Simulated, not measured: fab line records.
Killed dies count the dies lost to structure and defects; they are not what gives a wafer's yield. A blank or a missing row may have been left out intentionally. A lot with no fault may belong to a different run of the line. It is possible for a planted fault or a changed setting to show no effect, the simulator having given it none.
fab line records + flow nand_harc + part 2 of 2: steps 31 to 39 of 39
record
- lots=5
- wafers=15
- last_day=33
route steps=1302 shown A_CHANNEL_FILL_D2@628 A_STAIRCASE@639
lots that met no fault: from a run of the same line without faults
start_h: the number of hours between the record's first day and the start of the first shown wafer of the lot + wait_h: hours from the lot's prior step to this one + " the same as in the row above + L1.1+2: a row that stands for several wafers + - no value, or no start given + * or withheld: withheld + < > ~ a bound
route shown NAME@n: NAME is a module with steps in the file, n the number in the route of the first one + usual: the fault-free wafers' mean and standard deviation + same: alike in all rows + chamber/n: place in a boat + sites: each site's reading + _std_site: their standard deviation + _edge_site: inner sites' mean taken away from outer sites' mean + radius_mm: for every site, how far away it sits from the centre of the wafer + mask NAME#n: copy n + behind: tool/chamber where the wafer was last shaped + hold: why the lot went on hold/how many hours it stayed there/how the hold came to an end + device: names the non-switching transistor (n, p or np) + end of line: the same wafers' tests at the end of the route + a step given without rows: its recipe and nothing more + killed: count of dies lost to structure and defects at first sort (not the wafer's yield) + map: shows each die of a wafer: x if killed, . if not, _ if none is there
set.NAME: setting as actually run; set.NAME@STEP: the setting as run at that earlier step + model.NAME: the simulator's own value behind a step, which no gauge read
lots at some steps of the route; a table a step, a row a wafer
services: a tool's chamber out of use, with start hour (start_h, from the record's first day; less than 0 if before it), hours out, and reason
## steps
# step NHARC_A_STAIRCASE_EBR_05
| lot.wafer  | tool           | chamber | start_h | wait_h |
|------------|----------------|---------|---------|--------|
| L074.3+5+6 | litho_track-02 | 0       | -       | -      |
| L085.3+5+6 | litho_track-02 | 0       | -       | -      |
| L091.4+5+6 | litho_track-02 | 0       | -       | -      |
| L092.2+3+6 | litho_track-07 | 0       | -       | -      |
| L096.1+3+6 | litho_track-07 | 0       | -       | -      |
# step NHARC_A_STAIRCASE_EXPOSE_06
# recipe
- na=0.5
- dose_mj=25.43
- mask_id=STAIR
| lot.wafer  | tool           | chamber | start_h | wait_h | mask    |
|------------|----------------|---------|---------|--------|---------|
| L074.3+5+6 | krf_scanner-04 | 0       | 361.56  | -      | STAIR#0 |
| L085.3+5+6 | krf_scanner-02 | 0       | 471.35  | -      | STAIR#0 |
| L091.4+5+6 | krf_scanner-02 | 0       | 518.77  | -      | STAIR#0 |
| L092.2+3+6 | krf_scanner-02 | 0       | 532.87  | -      | STAIR#0 |
| L096.1+3+6 | krf_scanner-04 | 0       | 568.46  | -      | STAIR#0 |
# step NHARC_A_STAIRCASE_PEB_07
# recipe
- peb_temp_c=115
- peb_time_s=130
| lot.wafer  | tool           | chamber | start_h | wait_h |
|------------|----------------|---------|---------|--------|
| L074.3+5+6 | litho_track-03 | 0       | 361.62  | 0.1    |
| L085.3+5+6 | litho_track-02 | 0       | 471.41  | 0.1    |
| L091.4+5+6 | litho_track-03 | 0       | 518.83  | 0.0    |
| L092.2+3+6 | litho_track-07 | 0       | 532.93  | 0.1    |
| L096.1+3+6 | litho_track-02 | 0       | 568.53  | 0.1    |
# step NHARC_A_STAIRCASE_DEVELOP_08
# recipe
- time_s=140
| lot.wafer  | tool           | chamber | start_h | wait_h |
|------------|----------------|---------|---------|--------|
| L074.3+5+6 | litho_track-03 | 0       | -       | -      |
| L085.3+5+6 | litho_track-02 | 0       | -       | -      |
| L091.4+5+6 | litho_track-03 | 0       | -       | -      |
| L092.2+3+6 | litho_track-07 | 0       | -       | -      |
| L096.1+3+6 | litho_track-02 | 0       | -       | -      |
# step NHARC_A_STAIRCASE_HARDBAKE_10
# recipe
- temp_c=120
- time_s=140
| lot.wafer  | tool           | chamber | start_h | wait_h |
|------------|----------------|---------|---------|--------|
| L074.3+5+6 | litho_track-07 | 0       | 361.84  | -      |
| L085.3+5+6 | litho_track-03 | 0       | 471.64  | -      |
| L091.4+5+6 | litho_track-02 | 0       | 519.06  | -      |
| L092.2+3+6 | litho_track-02 | 0       | 533.15  | -      |
| L096.1+3+6 | litho_track-07 | 0       | 568.75  | -      |
# step NHARC_A_STAIRCASE_DESCUM_11
# recipe
- time_s=3
- o2_flow_sccm=200
- ar_flow_sccm=0
- bias_power_w=0
- chemistry=O2
# usual
- drypump_motor_current_A=5.6/0.42
- oes_product_au=0.997/0.0097
- rf_vpp_V=57.6/0.88
- showerhead_plenum_p_Torr=1.88/0.084
- throttle_valve_pct=11.311/0.0093
| lot.wafer | tool        | chamber | start_h | wait_h | drypump_motor_current_A | oes_product_au | rf_hours_counter_h | rf_vpp_V | showerhead_plenum_p_Torr | throttle_valve_pct |
|-----------|-------------|---------|---------|--------|-------------------------|----------------|--------------------|----------|--------------------------|--------------------|
| L074.3    | rie_diel-02 | 1       | 361.95  | -      | 6.2                     | 0.975          | 46                 | 56.9     | 2.06                     | 11.299             |
| L074.6    | "           | 3       | "       | "      | 5.2                     | 1.010          | -                  | 57.1     | 1.87                     | 11.309             |
| L074.5    | "           | 0       | "       | "      | 5.2                     | 0.994          | -                  | 57.0     | 1.94                     | 11.310             |
| L085.3    | rie_diel-11 | 0       | 471.75  | -      | 6.3                     | 1.007          | 5                  | 58.1     | 1.86                     | 11.315             |
| L085.5    | "           | 1       | "       | "      | 5.6                     | 1.006          | -                  | 57.2     | 1.77                     | 11.313             |
| L085.6    | "           | 2       | "       | "      | 5.3                     | 1.017          | -                  | 57.8     | 1.83                     | 11.304             |
| L091.4    | rie_diel-02 | 0       | 519.13  | -      | 5.2                     | 1.001          | 36                 | 57.8     | 1.92                     | 11.304             |
| L091.6    | "           | 0       | "       | "      | 5.2                     | 1.001          | -                  | 57.1     | 1.92                     | 11.300             |
| L091.5    | "           | 1       | "       | "      | 6.2                     | 0.988          | -                  | 58.7     | 2.05                     | 11.301             |
| L092.2    | rie_diel-03 | 1       | 533.25  | -      | 5.8                     | 0.997          | 28                 | 57.7     | 2.07                     | 11.315             |
| L092.3    | "           | 2       | "       | "      | 5.5                     | 1.009          | 25                 | 56.8     | 1.90                     | 11.301             |
| L092.6    | "           | 0       | "       | "      | 6.1                     | 0.985          | -                  | 56.8     | 1.91                     | 11.318             |
| L096.1    | rie_diel-03 | 0       | 568.84  | -      | 6.1                     | 0.982          | 35                 | 57.9     | 1.90                     | 11.305             |
| L096.3    | "           | 2       | "       | "      | 5.5                     | 0.995          | 37                 | 56.9     | 1.89                     | 11.302             |
| L096.6    | "           | 0       | "       | "      | 6.1                     | 0.987          | -                  | 58.6     | 1.90                     | 11.322             |
# step NHARC_A_STAIRCASE_TRIM_12
# recipe
- time_s=211.2
- o2_flow_sccm=500
- ar_flow_sccm=0
- bias_w=0
- chemistry=O2
# usual
- drypump_motor_current_A=5.6/0.41
- oes_product_au=0.998/0.01
- rf_vpp_V=57.6/0.92
- showerhead_plenum_p_Torr=3.47/0.14
- throttle_valve_pct=17.037/0.01
| lot.wafer | tool        | chamber | start_h | wait_h | drypump_motor_current_A | oes_product_au | rf_hours_counter_h | rf_vpp_V | showerhead_plenum_p_Torr | throttle_valve_pct |
|-----------|-------------|---------|---------|--------|-------------------------|----------------|--------------------|----------|--------------------------|--------------------|
| L074.3    | rie_diel-02 | 3       | 362.03  | 0.1    | 5.2                     | 1.018          | 45                 | 57.7     | 3.45                     | 17.040             |
| L074.6    | "           | 3       | "       | "      | 5.2                     | 1.013          | -                  | 57.0     | 3.45                     | 17.045             |
| L074.5    | "           | 0       | "       | "      | 5.2                     | 0.995          | -                  | 58.0     | 3.57                     | 17.039             |
| L085.3    | rie_diel-11 | 0       | 471.84  | 0.1    | 6.4                     | 1.002          | 5                  | 56.8     | 3.44                     | 17.032             |
| L085.6    | "           | 2       | "       | "      | 5.3                     | 1.013          | -                  | 56.6     | 3.39                     | 17.036             |
| L085.5    | "           | 3       | "       | "      | 5.9                     | 1.008          | -                  | 56.8     | 3.36                     | 17.035             |
| L091.4    | rie_diel-02 | 2       | 519.26  | 0.1    | 4.9                     | 0.998          | 34                 | 57.1     | 3.50                     | 17.038             |
| L091.6    | "           | 3       | "       | "      | 5.3                     | 0.998          | -                  | 56.5     | 3.43                     | 17.035             |
| L091.5    | "           | 0       | "       | "      | 5.2                     | 1.003          | -                  | 57.0     | 3.54                     | 17.033             |
| L092.3    | rie_diel-03 | 0       | 533.32  | 0.1    | 6.1                     | 0.976          | 25                 | 57.7     | 3.52                     | 17.021             |
| L092.2    | "           | 2       | "       | "      | 5.5                     | 1.005          | 25                 | 58.3     | 3.50                     | 17.031             |
| L092.6    | "           | 1       | "       | "      | 5.8                     | 0.997          | -                  | 58.8     | 3.79                     | 17.018             |
| L096.1    | rie_diel-03 | 0       | 568.95  | 0.1    | 6.1                     | 0.993          | 35                 | 56.9     | 3.51                     | 17.036             |
| L096.3    | "           | 1       | "       | "      | 5.8                     | 0.995          | 38                 | 58.3     | 3.79                     | 17.027             |
| L096.6    | "           | 3       | "       | "      | 5.1                     | 1.000          | -                  | 58.5     | 3.44                     | 17.044             |
# step NHARC_A_STAIRCASE_ETCH_13
# recipe
- target_depth_a=1000
- time_s=40.5
- ion_energy_ev=400
- c4f8_flow_sccm=20
- o2_flow_sccm=10
- ar_flow_sccm=withheld
- rf_w=600
- bias_w=1000
- chemistry=C4F8/O2
# usual
- oes_product_au=0.943/0.012
- rf_fwd_power_W=592.3/2.3
- rf_vpp_V=894/5.1
| lot.wafer | tool        | chamber | start_h | wait_h | oes_product_au | rf_fwd_power_W | rf_hours_counter_h | rf_vpp_V |
|-----------|-------------|---------|---------|--------|----------------|----------------|--------------------|----------|
| L074.3    | rie_diel-02 | 3       | -       | -      | 0.951          | 597.7          | 45                 | 895      |
| L074.6    | "           | 1       | "       | "      | 0.930          | 594.1          | -                  | 906      |
| L074.5    | "           | 3       | "       | "      | 0.957          | 592.7          | -                  | 892      |
| L085.3    | rie_diel-11 | 2       | -       | -      | 0.951          | 589.5          | 11                 | 890      |
| L085.5    | "           | 0       | "       | "      | 0.955          | 590.3          | -                  | 892      |
| L085.6    | "           | 1       | "       | "      | 0.965          | 595.3          | -                  | 887      |
| L091.4    | rie_diel-02 | 1       | -       | -      | 0.927          | 591.6          | 36                 | 903      |
| L091.5    | "           | 1       | "       | "      | 0.925          | 592.7          | -                  | 904      |
| L091.6    | "           | 2       | "       | "      | 0.950          | 594.3          | -                  | 895      |
| L092.3    | rie_diel-03 | 1       | -       | -      | 0.937          | 592.7          | 28                 | 906      |
| L092.2    | "           | 3       | "       | "      | 0.953          | 589.0          | 24                 | 894      |
| L092.6    | "           | 2       | "       | "      | 0.957          | 587.3          | -                  | 895      |
| L096.3    | rie_diel-03 | 3       | -       | -      | 0.946          | 588.1          | 30                 | 892      |
| L096.1    | "           | 2       | "       | "      | 0.939          | 592.5          | 37                 | 895      |
| L096.6    | "           | 0       | "       | "      | 0.932          | 592.1          | -                  | 896      |
# step NHARC_A_STAIRCASE_TRIM_14
# recipe
- time_s=211.2
- o2_flow_sccm=500
- ar_flow_sccm=0
- bias_w=0
- chemistry=O2
# usual
- drypump_motor_current_A=5.6/0.42
- oes_product_au=0.998/0.0098
- rf_vpp_V=57.7/0.89
- showerhead_plenum_p_Torr=3.47/0.14
- throttle_valve_pct=17.037/0.0092
| lot.wafer | tool        | chamber | start_h | wait_h | drypump_motor_current_A | oes_product_au | rf_hours_counter_h | rf_vpp_V | showerhead_plenum_p_Torr | throttle_valve_pct |
|-----------|-------------|---------|---------|--------|-------------------------|----------------|--------------------|----------|--------------------------|--------------------|
| L074.3    | rie_diel-02 | 1       | -       | -      | 6.2                     | 0.986          | 46                 | 58.6     | 3.78                     | 17.021             |
| L074.5    | "           | 0       | "       | "      | 5.2                     | 1.002          | -                  | 58.2     | 3.57                     | 17.043             |
| L074.6    | "           | 1       | "       | "      | 6.2                     | 0.986          | -                  | 58.6     | 3.78                     | 17.035             |
| L085.3    | rie_diel-11 | 0       | -       | -      | 6.3                     | 0.993          | 5                  | 56.8     | 3.44                     | 17.041             |
| L085.6    | "           | 1       | "       | "      | 5.6                     | 1.009          | -                  | 56.8     | 3.28                     | 17.042             |
| L085.5    | "           | 2       | "       | "      | 5.3                     | 1.001          | -                  | 57.7     | 3.39                     | 17.034             |
| L091.4    | rie_diel-02 | 1       | -       | -      | 6.2                     | 0.989          | 36                 | 58.5     | 3.76                     | 17.056             |
| L091.6    | "           | 3       | "       | "      | 5.2                     | 1.003          | -                  | 56.5     | 3.43                     | 17.040             |
| L091.5    | "           | 0       | "       | "      | 5.2                     | 1.002          | -                  | 58.8     | 3.54                     | 17.038             |
| L092.3    | rie_diel-03 | 2       | -       | -      | 5.5                     | 1.001          | 25                 | 58.2     | 3.50                     | 17.041             |
| L092.2    | "           | 3       | "       | "      | 5.1                     | 1.003          | 24                 | 58.6     | 3.44                     | 17.035             |
| L092.6    | "           | 1       | "       | "      | 5.7                     | 0.995          | -                  | 58.1     | 3.79                     | 17.033             |
| L096.1    | rie_diel-03 | 3       | -       | -      | 5.1                     | 1.001          | 30                 | 57.2     | 3.44                     | 17.038             |
| L096.3    | "           | 0       | "       | "      | 6.1                     | 0.986          | 36                 | 58.2     | 3.51                     | 17.032             |
| L096.6    | "           | 2       | "       | "      | 5.5                     | 0.998          | -                  | 57.7     | 3.49                     | 17.042             |
## services
| tool           | chamber | start_h | hours | kind   |
|----------------|---------|---------|-------|--------|
| rie_diel-03    | 0       | 332.70  | 5.6   | repair |
| wet_bench-07   | -       | 336.09  | 8.0   | pm     |
| rie_diel-02    | -       | 337.92  | 0.8   | repair |
| rie_diel-03    | 3       | 346.62  | 14.6  | repair |
| rie_diel-03    | 2       | 347.41  | 6.0   | repair |
| wet_bench-09   | -       | 352.80  | 8.0   | pm     |
| wet_bench-07   | -       | 360.14  | 1.1   | repair |
| rie_diel-02    | 2       | 361.41  | 9.9   | repair |
| rie_diel-05    | 1       | 380.47  | 4.5   | repair |
| rie_diel-02    | -       | 394.39  | 9.0   | pm     |
| litho_track-02 | -       | 402.00  | 7.0   | pm     |
| rie_diel-05    | -       | 406.72  | 9.0   | pm     |
| rie_diel-11    | 3       | 417.39  | 4.8   | repair |
| rie_diel-05    | 2       | 421.96  | 4.3   | repair |
| litho_track-07 | -       | 426.00  | 7.0   | pm     |
| rie_diel-11    | -       | 432.53  | 9.0   | pm     |
| rie_diel-05    | 2       | 435.07  | 1.2   | repair |
| rie_diel-05    | 3       | 447.66  | 8.5   | repair |
| litho_track-03 | -       | 450.00  | 7.0   | pm     |
| rie_diel-03    | -       | 459.14  | 9.0   | pm     |
| rie_diel-03    | 0       | 489.02  | 4.1   | repair |
| rie_diel-02    | -       | 504.80  | 1.1   | repair |
| rie_diel-11    | -       | 507.07  | 1.6   | repair |
| rie_diel-03    | 3       | 547.96  | 7.7   | repair |
